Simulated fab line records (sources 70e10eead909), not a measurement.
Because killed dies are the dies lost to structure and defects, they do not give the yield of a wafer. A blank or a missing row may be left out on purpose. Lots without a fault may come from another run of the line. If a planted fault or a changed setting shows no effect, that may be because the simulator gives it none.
Check of tool commonality -- flow nand harc -- 12 lots, 36 wafers sampled

WHY IT WAS OPENED
On 2 of the 12 lots, a flag is raised at NHARC_END_SORT_01 on the reading killed at periphery. Fault-free wafers read 3.5, with a standard deviation of 2.2.
Rule: a lot is flagged when every wafer of it that has a number lies more than 4 standard deviations from that mean, or none has a number. The other lots count as sound.

lot,measured,on,"killed at periphery, wafer by wafer",flag
L889,day 24 17:54,prober-02,11 5 8,
L888,day 24 18:43,prober-01,6 3 2,
L892,day 25 17:36,prober-01,3 5 3,
L893,day 26 22:14,prober-01,5 3 3,
L894,day 27 21:24,prober-02,1 1 3,
L896,day 28 07:41,prober-02,3 2 2,
L898,day 29 00:20,prober-01,3 2 1,
L900,day 29 05:50,prober-01,2 2 1,
L905,day 30 10:23,prober-01,1 2 2,
L909,day 32 19:23,prober-01,601 610 623,FLAGGED
L910,day 33 03:58,prober-01,647 631 631,FLAGGED
L911,day 33 18:53,prober-02,3 1 4,
The numbers of the flagged lots are 623.8 on average: +620.3 against the usual, or +99 or more standard deviations.

EACH LOT AND THE TOOL IT RAN ON
The record holds 2 process steps before the reading, out of a route of 1302 steps. Every cell lists first the tool, next ch and the chambers used by the sampled wafers, and last the start.
lot,flag,NHARC_P_M2_ANNEAL_31,NHARC_P_BONDPAD_ETCH_24
L889,,"rtp anneal-02 ch 0, day 6 22:17","rie diel-13 ch 2,3, day 7 01:37"
L888,,"rtp anneal-02 ch 0, day 6 12:38","rie diel-13 ch 1,2,3, day 6 16:04"
L892,,"rtp anneal-01 ch 0, day 7 23:08","rie diel-03 ch 0,3, day 8 02:20"
L893,,"rtp anneal-02 ch 0, day 8 15:38","rie diel-08 ch 0,1, day 8 18:56"
L894,,"rtp anneal-01 ch 0, day 8 16:57","rie diel-08 ch 0,2,3, day 8 20:02"
L896,,"rtp anneal-01 ch 0, day 9 20:26","rie diel-03 ch 0,3, day 9 23:44"
L898,,"rtp anneal-01 ch 0, day 10 23:10","rie diel-13 ch 0,2,3, day 11 02:18"
L900,,"rtp anneal-01 ch 0, day 11 14:18","rie diel-13 ch 0,1,3, day 11 17:37"
L905,,"rtp anneal-02 ch 0, day 13 10:17","rie diel-03 ch 0,1,3, day 13 13:55"
L909,FLAGGED,"rtp anneal-02 ch 0, day 15 00:24","rie diel-03 ch 0,3, day 15 03:49"
L910,FLAGGED,"rtp anneal-01 ch 0, day 15 11:28","rie diel-03 ch 1,2,3, day 15 15:01"
L911,,"rtp anneal-02 ch 0, day 15 22:58","rie diel-13 ch 1,2,3, day 16 02:22"
These steps, and what they do:
- NHARC_P_M2_ANNEAL_31: time 90 s.
- NHARC_P_BONDPAD_ETCH_24: etches the open film in CF4/N2, target depth 30 nm, time 72.99 s.
- NHARC_END_SORT_01

FLAGGED AGAINST TOTAL, ONE TOOL AT A TIME (gauges that did the reading follow at the end)
step,tool,lots run,flagged,share of the flagged lots,sound lots run after its first flagged lot
NHARC_P_M2_ANNEAL_31,rtp anneal-01,6,1,some,0
NHARC_P_M2_ANNEAL_31,rtp anneal-02,6,1,some,1 (L911)
NHARC_P_BONDPAD_ETCH_24,rie diel-03,5,2,all,0
NHARC_P_BONDPAD_ETCH_24,rie diel-08,2,0,none,-
NHARC_P_BONDPAD_ETCH_24,rie diel-13,5,0,none,-
NHARC_END_SORT_01,prober-01,8,2,all,0
NHARC_END_SORT_01,prober-02,4,0,none,-

WHAT IS ALLOWED BY THE TABLE
Rows of the table that ran all the flagged lots, 2 in number: rie diel-03 at NHARC_P_BONDPAD_ETCH_24; prober-01 at NHARC_END_SORT_01.
- rie diel-03 at NHARC_P_BONDPAD_ETCH_24: 2 of its 5 lots flagged. A fault beginning between L905 (day 13 13:55), its last sound lot, and L909 (day 15 03:49), its first flagged one, fits the data. Its own readings lie more than 4 standard deviations out on every wafer of the flagged lots: run length s.
- prober-01 at NHARC_END_SORT_01: 2 of its 8 lots flagged. A fault beginning between L905 (day 30 10:23), its last sound lot, and L909 (day 32 19:23), its first flagged one, fits the data.
Because each of these 2 tools fits a fault that began at some hour, counting lots does not separate them. More lots, or a look at what each step does to the wafer, might.

WHAT THE SIMULATOR PUT IN
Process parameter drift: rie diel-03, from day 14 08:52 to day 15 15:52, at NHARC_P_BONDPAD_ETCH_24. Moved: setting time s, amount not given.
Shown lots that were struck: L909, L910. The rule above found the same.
